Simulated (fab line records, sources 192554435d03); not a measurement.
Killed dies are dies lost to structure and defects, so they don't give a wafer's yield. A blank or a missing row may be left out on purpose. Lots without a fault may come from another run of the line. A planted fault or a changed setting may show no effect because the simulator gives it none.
fab line records | flow n5_finfet
record lots=4 wafers=12 last_day=17
route steps=1938 shown MOL_CONTACT_COAG@518 PASSIVATION@1936
lots that met no fault: from a run of the same line without faults
start_h: hours from the record's first day to the start of the lot's first wafer shown | wait_h: hours since the lot's step before | " the same as in the row above | L1.1+2: a row that stands for several wafers | - no value, or no start given | * or withheld: withheld | < > ~ a bound
route shown NAME@n: a module of which the file shows steps, and the number in the route of the first | usual: mean/standard deviation of fault-free wafers | same: alike in all rows | chamber/n: place in a boat | sites: the reading at each site | _std_site: their standard deviation | _edge_site: outer sites' mean less inner sites' | radius_mm: how far each site lies from the wafer's centre | mask NAME#n: copy n | behind: the tool/chamber that last shaped the wafer | hold: why the lot was held/for how many hours/how that ended | device: the transistor (n, p or np) that didn't switch | end of line: the same wafers' tests at the end of the route | a step without rows: its recipe alone | killed: dies lost to structure and defects at the first sort, not the wafer's yield | map: a wafer's dies, x killed, . not, _ none there
set.NAME: the setting as run; set.NAME@STEP: as run at that earlier step | model.NAME: the simulator's own value behind a step, which no gauge read
lots at some steps of the route; a table a step, a row a wafer
services: from which hour (start_h, from the record's first day; less than 0 if before it) a tool's chamber was out of use, for how many hours, and why
## steps
# step N5_MOL_CONTACT_COAG_COAT_104
# recipe resist=SiARC temp_c=220 time_s=60 spin_rpm=1500 resist_thk_nm=12
# step N5_MOL_CONTACT_COAG_COAT_58
# recipe resist=underlayer temp_c=205 time_s=60 spin_rpm=1500 resist_thk_nm=10
# step N5_MOL_CONTACT_COAG_COAT_02
# recipe resist=CAR-EUV spin_rpm=1500 resist_thk_nm=30
# step N5_MOL_CONTACT_COAG_EBR_04
# recipe solvent=PGMEA ebr_width_mm=1.5
# step N5_MOL_CONTACT_COAG_SOFTBAKE_03
# recipe temp_c=110 time_s=60 resist=CAR-EUV
# step N5_MOL_CONTACT_COAG_EXPOSE_05
# recipe mask_id=CA na=0.33 source_shape=annular sigma_inner=0.4 sigma_outer=0.8 polarization=unpolarized defocus_nm=0 dose_mj=38.25
# step N5_MOL_CONTACT_COAG_PEB_06
# recipe peb_temp_c=100 peb_time_s=60 resist=CAR-EUV
# step N5_MOL_CONTACT_COAG_DEVELOP_07
# recipe develop_time_s=30 developer=TMAH resist=CAR-EUV rinse_liquid=surfactant_rinse dry=air_spin dev_temp_c=23
# step N5_MOL_CONTACT_COAG_DESCUM_13
# recipe chemistry=O2 time_s=7 source_power_w=50 bias_power_w=20 pressure_mtorr=20 rf_frequency_hz=2.712e+07 temp_c=40 resist=CAR-EUV o2_flow_sccm=225
# step N5_MOL_CONTACT_COAG_ETCH_59
# recipe chemistry=N2/H2 target=underlayer target_depth_a=130 mask_material=CAR-EUV time_s=10.4 ion_energy_ev=200 pressure_mtorr=30 source_w=840 bias_w=150 n2_flow_sccm=200 h2_flow_sccm=200 ends=cleared
# usual drypump_motor_current_A=5.6/0.48 etch_rf_on_time_s=10.31/0.22 oes_product_au=0.67/0.07 rf_vpp_V=524.5/2.8 showerhead_plenum_p_Torr=2.57/0.095 throttle_valve_pct=17.83/0.21
# columns lot.wafer tool chamber start_h wait_h drypump_motor_current_A etch_rf_on_time_s oes_product_au rf_hours_counter_h rf_vpp_V showerhead_plenum_p_Torr throttle_valve_pct
L952.1 rie_diel-04 0 118.99 0.0 4.7 10.29 0.73 56 524.2 2.57 17.61
L952.2 " 2 " " 5.8 10.00 0.72 70 524.5 2.59 18.05
L952.5 " 2 " " 5.8 10.00 0.72 - 522.1 2.59 18.04
L954.1 rie_diel-05 3 131.00 0.0 5.5 10.55 0.59 208 525.3 2.60 17.99
L954.3 " 2 " " 5.2 10.07 0.86 2 528.4 2.69 17.20
L954.6 " 0 " " 6.4 10.65 0.64 - 520.4 2.44 17.75
L963.1 rie_diel-04 1 195.53 0.0 5.9 10.19 0.63 180 525.4 2.63 17.66
L963.2 " 2 " " 5.8 10.02 0.70 93 523.7 2.58 18.08
L963.5 " 1 " " 5.9 10.22 0.63 - 526.3 2.63 17.66
L964.1 rie_diel-04 1 225.15 0.0 6.0 10.23 0.62 191 526.0 2.62 17.68
L964.3 " 0 " " 4.8 10.38 0.69 93 524.3 2.55 17.69
L964.5 " 1 " " 5.9 10.34 0.62 - 525.6 2.62 17.69
# step N5_MOL_CONTACT_COAG_ETCH_105
# recipe chemistry=CF4 target=SiARC target_depth_a=156 mask_material=CAR-EUV time_s=26 ion_energy_ev=80 pressure_mtorr=40 source_w=545 bias_w=36 Ar_flow_sccm=100 cf4_flow_sccm=100 ends=cleared
# step N5_MOL_CONTACT_COAG_ETCH_106
# recipe chemistry=N2/H2 target=SOC target_depth_a=800 overetch_a=160 mask_material=SiARC temp_c=40 time_s=120 ion_energy_ev=200 pressure_mtorr=30 source_w=840 bias_w=150 n2_flow_sccm=200 h2_flow_sccm=200
# step N5_MOL_CONTACT_COAG_STRIP_107
# recipe chemistry=N2/H2 temp_c=40 n2_flow_sccm=200 h2_flow_sccm=200 rf_frequency_hz=6e+07
# step N5_MOL_CONTACT_COAG_STRIP_108
# recipe chemistry=N2/H2 temp_c=40 n2_flow_sccm=200 h2_flow_sccm=200 rf_frequency_hz=6e+07
# step N5_MOL_CONTACT_COAG_CONTACT_ETCH_14
# recipe chemistry=C4F6/O2 target=SiO2 target_depth_a=275 overetch_a=85 mask_material=SOC pressure_mtorr=30 source_w=370 bias_w=185 Ar_flow_sccm=300 C4F6_flow_sccm=16 O2_flow_sccm=10 time_s=20 ion_energy_ev=259.6
# step N5_MOL_CONTACT_COAG_STRIP_109
# recipe chemistry=C4F6/O2 resist=SiARC rf_frequency_hz=6e+07
# step N5_MOL_CONTACT_COAG_ETCH_15
# recipe chemistry=CH3F/O2 target=SiNx target_depth_a=70 mask_material=SOC stop_on=Si:P over_etch_frac=0.75 ion_energy_ev=120 pressure_mtorr=30 source_w=395 bias_w=73 Ar_flow_sccm=150 CH3F_flow_sccm=30 O2_flow_sccm=20
# step N5_MOL_CONTACT_COAG_ETCH_110
# recipe chemistry=CF4/O2 target=Si target_depth_a=25 time_s=8 pressure_mtorr=100 source_w=200 bias_w=12 ion_energy_ev=60 Ar_flow_sccm=100 cf4_flow_sccm=100 O2_flow_sccm=10
# step N5_MOL_CONTACT_COAG_STRIP_98
# recipe chemistry=N2/H2 power_w=500 temp_c=40 pressure_mtorr=50 rf_frequency_hz=6e+07 overash_fraction=0.3 bias_power_w=8 h2_frac=0.5 n2_flow_sccm=300 h2_flow_sccm=300
# step N5_MOL_CONTACT_COAG_IMPLANT_129
# recipe species=Ge energy_kev=3 dose_cm2=6e+14 tilt_deg=0 rotation_deg=0
# step N5_MOL_CONTACT_COAG_PRECLEAN_111
# recipe chemistry=NF3:NH3 afs_cycles=1 temp_c=30 time_s=20 sublimation_temp_c=180 sublimation_time_s=60 pressure_torr=3 rf_power_w=30
# step N5_MOL_CONTACT_COAG_TI_SIL_19
# recipe material=Ti target_thk_a=42 temp_c=200 chamber_pressure_pa=5 power_w=5000 time_s=15
# step N5_MOL_CONTACT_COAG_ALD_20
# recipe material=TiN target_thk_a=15 temp_c=400 ald_precursor_family=TiCl4 ald_co_reactant=NH3 pulse_time_s=1 purge_time_s=3 co_reactant_purge_time_s=2 co_reactant_pulse_time_s=2 ald_cycles=68 pressure_torr=3
# step N5_MOL_CONTACT_COAG_SIL_ANNEAL_21
# recipe temp_c=550 time_s=60 ambient=N2
# step N5_MOL_CONTACT_COAG_PRE_CLEAN_141
# recipe gas=H2/He time_s=60 temp_c=300
# step N5_MOL_CONTACT_COAG_SPUTTER_143
# recipe material=Co target_thk_a=25 temp_c=25 chamber_pressure_pa=0.2
# step N5_MOL_CONTACT_COAG_CO_FILL_22
# recipe material=Co target_thk_a=200 temp_c=200 precursor=CCTBA/H2 pressure_torr=30
# step N5_MOL_CONTACT_COAG_ANNEAL_113
# recipe temp_c=400 time_s=300 ambient=H2/N2
# step N5_MOL_CONTACT_COAG_PRE_CLEAN_142
# recipe gas=H2/He time_s=60 temp_c=300
# step N5_MOL_CONTACT_COAG_SPUTTER_130
# recipe material=Co target_thk_a=475 temp_c=25 chamber_pressure_pa=0.5 power_w=3000
# step N5_MOL_CONTACT_COAG_PRECLEAN_125
# recipe chemistry=DIW time_s=57.5 temp_c=23
# step N5_MOL_CONTACT_COAG_SRD_126
# recipe dry_time_s=32 dry=n2_spin spin_rpm=1500
# step N5_MOL_CONTACT_COAG_CMP_23
# recipe stop_on=SiO2 t_overpolish_s=1.5 post_cmp_clean=cu_alkaline down_force_psi=2 platen_rpm=50.289 pad_velocity_m_s=1.0006 target_thk_nm=0
# step N5_MOL_CONTACT_COAG_WET_ETCH_26
# recipe target=Co target_depth_nm=13
# step N5_MOL_CONTACT_COAG_WET_ETCH_116
# recipe chemistry=SC1-inhibited target_depth_nm=4.6 dry=ipa_marangoni rinse_time_s=30 rinse_temp_c=23
# step N5_MOL_CONTACT_COAG_ALD_27
# recipe material=SiOC target_thk_a=170 temp_c=400 ald_precursor_family=carbosiloxane ald_co_reactant=H2-plasma pulse_time_s=1.5 time_s=2720 purge_time_s=2 co_reactant_purge_time_s=2 ald_cycles=340 pressure_torr=2
# step N5_PASSIVATION_PROBE_49
# usual defect_limited_yield=91.0/1.6 killed_at_M0_to_M3=35/11 killed_at_M4_up=14/5.3 killed_at_contacts=13/6.7 killed_at_front_end=41/12 killed_at_other=3.9/2.7 killed_dies=106/19 killed_on_rim=14/4 killed_open=70/14 killed_short=35/8.8 sort_bin_4_leakage=0.01/0.058 sort_bin_5_function=5.3/1 sort_bin_6_memory=3.3/0.81 sort_n_pass=1073/19 sort_yield_pct=91.0/1.6
# same gross_dies=1180 killed_at_back_side=0 sort_bin_8_speed[%]=0
# columns lot.wafer tool chamber start_h wait_h defect_limited_yield[%] killed_at_M0_to_M3 killed_at_M4_up killed_at_contacts killed_at_front_end killed_at_other killed_dies killed_on_rim killed_open killed_short sort_bin_4_leakage[%] sort_bin_5_function[%] sort_bin_6_memory[%] sort_n_pass sort_yield_pct[%]
L952.1 prober-02 - 319.65 0.0 91.4 50 9 15 27 1 102 14 65 33 0 5.4 3.1 1078 91.4
L952.2 prober-02 - 319.70 0.1 91.9 52 12 9 21 1 95 5 60 34 0 5.3 2.5 1085 91.9
L952.5 prober-02 - 319.85 0.2 92.6 25 10 11 38 3 87 14 55 26 0 3.4 2.9 1093 92.6
L954.1 prober-02 - 323.33 0.0 87.4 54 17 35 42 1 149 20 90 57 0 6.5 5.9 1031 87.4
L954.3 prober-02 - 323.43 0.1 90.6 34 7 13 55 2 111 17 68 35 0 5.3 3.5 1069 90.6
L954.6 prober-02 - 323.58 0.3 88.1 50 12 26 49 4 141 20 86 53 0 7.5 3.9 1039 88.1
L963.1 prober-01 - 387.68 0.0 84.9 38 17 84 34 5 178 24 61 47 0 9.4 4.1 1002 84.9
L963.2 prober-01 - 387.73 0.1 86.4 31 9 97 20 4 161 23 52 23 0 9.0 3.5 1019 86.4
L963.5 prober-01 - 387.88 0.2 86.6 21 15 82 35 5 158 26 58 23 0.08 7.4 4.2 1021 86.5
L964.1 prober-02 - 408.95 0.0 83.1 28 27 88 52 5 200 28 98 31 0 10.5 4.5 980 83.1
L964.3 prober-02 - 409.05 0.1 82.5 34 8 88 70 6 206 37 81 50 0 10.0 5.1 974 82.5
L964.5 prober-02 - 409.15 0.2 83.2 26 12 77 80 3 198 34 96 41 0 10.6 5.1 982 83.2
# killed by level:class
L952.1 BEOL_M3:geometric_particle:open=16 MOL_CONTACT_COAG:geometric_particle:open=12 BEOL_M0_SAQP:geometric_particle:short=8 FIN_SAQP:geometric_particle:open=7 BEOL_M1:geometric_particle:open=7 FIN_SAQP:geometric_particle:short=5 BEOL_M0_SAQP:geometric_particle:open=5 BEOL_M2:geometric_particle:open=4
L952.2 BEOL_M1:geometric_particle:short=12 BEOL_M0_SAQP:geometric_particle:open=8 BEOL_M3:geometric_particle:open=8 MOL_CONTACT_COAG:geometric_particle:open=7 BEOL_M0:geometric_particle:open=7 FIN_SAQP:geometric_particle:open=5 BEOL_M2:geometric_particle:open=5 FIN_SAQP:geometric_particle:short=4
L952.5 MOL_CONTACT_COAG:geometric_particle:open=10 BEOL_M1:geometric_particle:open=9 FIN_SAQP:geometric_particle:open=8 BEOL_M0_SAQP:geometric_particle:short=6 BEOL_M4:geometric_particle:open=5 HKMG_FIN:area_etch=5 STI_FIN_REVEAL:geometric_particle:open=4 FIN_SAQP:geometric_particle:short=3
L954.1 MOL_CONTACT_COAG:geometric_particle:open=28 BEOL_M0_SAQP:geometric_particle:short=20 FIN_SAQP:geometric_particle:open=17 BEOL_M0_SAQP:geometric_particle:open=10 BEOL_M0:geometric_particle:short=9 BEOL_M4:geometric_particle:open=9 MOL_CONTACT_COAG:geometric_particle:short=7 DUMMY_GATE:geometric_particle:open=6
L954.3 FIN_SAQP:geometric_particle:open=13 BEOL_M0_SAQP:geometric_particle:short=12 STI_FIN_REVEAL:geometric_particle:open=9 MOL_CONTACT_COAG:geometric_particle:open=9 BEOL_M0_SAQP:geometric_particle:open=9 HKMG_FIN:area_etch=8 FIN_SAQP:geometric_particle:short=6 DUMMY_GATE:geometric_particle:open=5
L954.6 BEOL_M0_SAQP:geometric_particle:short=20 BEOL_M0_SAQP:geometric_particle:open=19 MOL_CONTACT_COAG:geometric_particle:open=17 FIN_SAQP:geometric_particle:open=15 MOL_CONTACT_COAG:geometric_particle:short=8 STI_FIN_REVEAL:geometric_particle:open=7 FIN_SAQP:geometric_particle:short=6 DUMMY_GATE:geometric_particle:open=4
L963.1 MOL_CONTACT_COAG:unspecified=68 MOL_CONTACT_COAG:geometric_particle:open=10 BEOL_M0_SAQP:geometric_particle:open=10 FIN_SAQP:geometric_particle:short=8 FIN_SAQP:geometric_particle:open=8 MOL_CONTACT_COAG:geometric_particle:short=6 BEOL_M0_SAQP:geometric_particle:short=6 BEOL_M3:geometric_particle:open=6
L963.2 MOL_CONTACT_COAG:unspecified=85 MOL_CONTACT_COAG:geometric_particle:open=11 BEOL_M0_SAQP:geometric_particle:short=9 STI_FIN_REVEAL:geometric_particle:open=6 BEOL_M3:geometric_particle:open=6 BEOL_M0_SAQP:geometric_particle:open=5 GATE_CUT:geometric_particle:open=4 BEOL_M1:geometric_particle:open=4
L963.5 MOL_CONTACT_COAG:unspecified=74 STI_FIN_REVEAL:geometric_particle:open=13 MOL_CONTACT_COAG:geometric_particle:open=8 BEOL_M0_SAQP:geometric_particle:open=8 FIN_SAQP:geometric_particle:open=7 FIN_SAQP:geometric_particle:short=5 BEOL_M2:geometric_particle:open=4 BEOL_M4:geometric_particle:open=4
L964.1 MOL_CONTACT_COAG:unspecified=68 BEOL_M4:geometric_particle:open=18 MOL_CONTACT_COAG:geometric_particle:open=17 STI_FIN_REVEAL:geometric_particle:open=12 BEOL_M0_SAQP:geometric_particle:open=12 DUMMY_GATE:geometric_particle:open=10 FIN_SAQP:geometric_particle:short=9 FIN_SAQP:geometric_particle:open=8
L964.3 MOL_CONTACT_COAG:unspecified=64 FIN_SAQP:geometric_particle:short=19 MOL_CONTACT_COAG:geometric_particle:open=18 BEOL_M0_SAQP:geometric_particle:open=13 STI_FIN_REVEAL:geometric_particle:open=11 DUMMY_GATE:geometric_particle:open=10 BEOL_M0_SAQP:geometric_particle:short=10 HKMG_FIN:area_etch=10
L964.5 MOL_CONTACT_COAG:unspecified=61 STI_FIN_REVEAL:geometric_particle:open=36 FIN_SAQP:geometric_particle:short=13 MOL_CONTACT_COAG:geometric_particle:open=13 FIN_SAQP:geometric_particle:open=11 BEOL_M3:geometric_particle:open=8 BEOL_M0_SAQP:geometric_particle:short=6 DUMMY_GATE:geometric_particle:open=5
# map L963.1 (x killed, . not)
_________________............________________
______________.................._____________
___________..........x...x.........__________
__________x...x......x..........xx.._________
________.....x..x...........x........._______
_______.................x.............x______
______...x...x.....x....xx...xx....x...._____
_____x.........x......x..x........xx.....____
____........x...x.........................___
___...........x....x.x..x.............xx...__
___.........x.................x............__
__............x............................._
__...............x........x.x.............x._
_..............x.x....xx...x.....x......x....
_..........x......x.......xx............x.x..
_....................x........x..............
_x.......................x......x......x...x.
_.....x....x......................x.........x
_........x...................................
_....x..........x...............x.......x....
_x...x.......x..x............................
__..........x.............x................._
__............x......x.x....x.....x..x......_
___.......................x..x.........x...__
___......x.............x..x..........x.....__
____.......x..x....x.........xxxx.xx......___
_____x.......x...........x.xx.xxxx......x____
______..x.......x.......x.xxx..xx.xx.x.._____
_______................x..x.xxxxxxxxx..______
________.......x....x...xxxx.xxxxxxxx._______
__________.....x........xxxxxxxxxxxx_________
___________............x..xxxxxxxxx__________
______________..........xx.xxxxx_____________
_________________........xxxx________________
# map L964.3 (x killed, . not)
_________________....x....x..________________
______________...x.............._____________
___________......x....x............__________
__________.........................._________
________.......x........x.xxx........._______
_______...xx....x....xxx...x.......x.xx______
______x................................x_____
_____....x..............x..............x.____
____.x...............x............x.......___
___..xxx........x.....x........x..xx.x....x__
___.x..........................x...........__
__x...............x.....x...........x.x...x._
__...................................x.x...._
_x...............xx..............x....x......
_xx..x...x.......x..x......x.......x....x....
_..........x....x..x.x.x....x..xx.x..........
_..............x.........x...x........xx.x...
_.x..xx...x........x.....x...x.x...x...x.....
_......x....................x...........x....
_...x...x.x........................x.x.......
_....................................xxx.....
__.............................x....xx......_
__............x.............xx..x..x........_
___....x....x..............................__
___x......x....xx..........x..x.x.....xx.x.__
____....xx.x.......................x....x.___
_____.xx..................x..........x.x.____
______..xx...............x.....x.....x.._____
_______.......x.x.x.xxxxx.......x....x.______
________.x.........xxxxx.xxxx........x_______
__________........xxxxxxxxx.x.x.x..._________
___________.....xxxxxxxxxxxxxxx....__________
______________..x.xxxxxxxxxx.xxx_____________
_________________.xxxxxxxxxxx________________
## services
# columns tool chamber start_h hours kind
rie_diel-05 2 95.16 - clean
rie_diel-05 2 95.16 - consumable_replace:focus_ring
rie_diel-05 2 95.16 - consumable_replace:showerhead
rie_diel-05 2 95.16 32.9 scheduled_down
rie_diel-05 2 95.16 32.9 vent_cycle
rie_diel-04 1 106.99 5.1 repair
rie_diel-05 0 147.50 7.9 repair
rie_diel-04 2 158.73 9.8 repair
rie_diel-05 1 182.10 - clean
rie_diel-05 1 182.10 - consumable_replace:focus_ring
rie_diel-05 1 182.10 14.4 scheduled_down
rie_diel-05 1 182.10 14.4 vent_cycle
rie_diel-05 2 186.93 18.4 repair
rie_diel-04 2 221.50 5.6 repair
## key
first_sign step=N5_PASSIVATION_PROBE_49 reading=killed_at_contacts direction=up sigmas=11 usual=13 struck=86
effect step=N5_PASSIVATION_PROBE_49 reading=killed_dies direction=up sigmas=4 usual=106 struck=184
more_kills_born_at N5_MOL_CONTACT_COAG_ETCH_59@rie_diel-04=420
met_at N5_MOL_CONTACT_COAG_ETCH_59
struck_wafers L963.1,L963.2,L963.5,L964.1,L964.3,L964.5
baseline_loss step=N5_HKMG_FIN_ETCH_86 wafers=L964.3
onset_between 118.99 195.53
also_fits time
fault kind=chamber_particle_source tool=rie_diel-04 chamber=- onset_h=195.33 steps=N5_MOL_CONTACT_COAG_ETCH_59 rate_per_visit_cm2=0.47876 end_h=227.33
# baseline_loss: these wafers lose ten dies or more at that step, a loss of the line's own and not of a fault; the sort's usual values leave them out
